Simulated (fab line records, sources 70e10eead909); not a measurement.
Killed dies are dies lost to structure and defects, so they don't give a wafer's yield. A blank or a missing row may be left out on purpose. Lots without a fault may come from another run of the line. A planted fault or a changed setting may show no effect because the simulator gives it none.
Chamber matching | flow nand_harc | NHARC_A_STAIRCASE_DEP_151 on pecvd-02: 3 sister chambers
The step deposits SiO2, target thk 3800 nm. 6 wafers are shown with their chamber, then 7 later ones without.

WAFERS WITH THEIR CHAMBER
wafer  | chamber | heater_power_w (W) | rf_fwd_power_W (W)
L078.5 | 0       | 516                | 499.2
L080.1 | 1       | 586                | 498.8
L080.2 | 2       | 844                | 498.5
L080.6 | 0       | 526                | 499.6
L081.2 | 2       | 845                | 500.6
L081.3 | 1       | 620                | 498.8

WAFERS WITHOUT THEIR CHAMBER
wafer  | heater_power_w (W) | rf_fwd_power_W (W)
L081.5 | 532                | 497.3
L088.1 | 796                | 500.0
L088.4 | 503                | 499.9
L088.5 | 481                | 498.7
L097.2 | 566                | 499.8
L097.3 | 705                | 501.6
L097.5 | 480                | 499.0

WHICH CHAMBER EACH WENT THROUGH
wafer  | from the rows above     | in truth
L081.5 | 0                       | 0
L088.1 | 2                       | 2
L088.4 | 0                       | 0
L088.5 | 0                       | 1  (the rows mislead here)
L097.2 | can't be placed: 1 or 0 | 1
L097.3 | 1                       | 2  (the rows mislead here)
L097.5 | 0                       | 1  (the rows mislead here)
Placed correctly: 3 of 7. Can't be placed from these rows: 1 (the true chamber is among the candidates in 1). Placed wrongly: 3.
How it was worked out, from the rows above alone: a wafer's distance from a chamber is the root of the sum, over the readings, of the square of ((its reading less the chamber's mean) divided by the reading's scatter). The wafer belongs to the nearest chamber; if the next one is less than 2 further off, it can't be placed. A chamber's mean is the mean of its shown wafers. The scatter: the root of (the sum of the squares of (reading less its chamber's mean) over the shown wafers, divided by (wafers less chambers)).
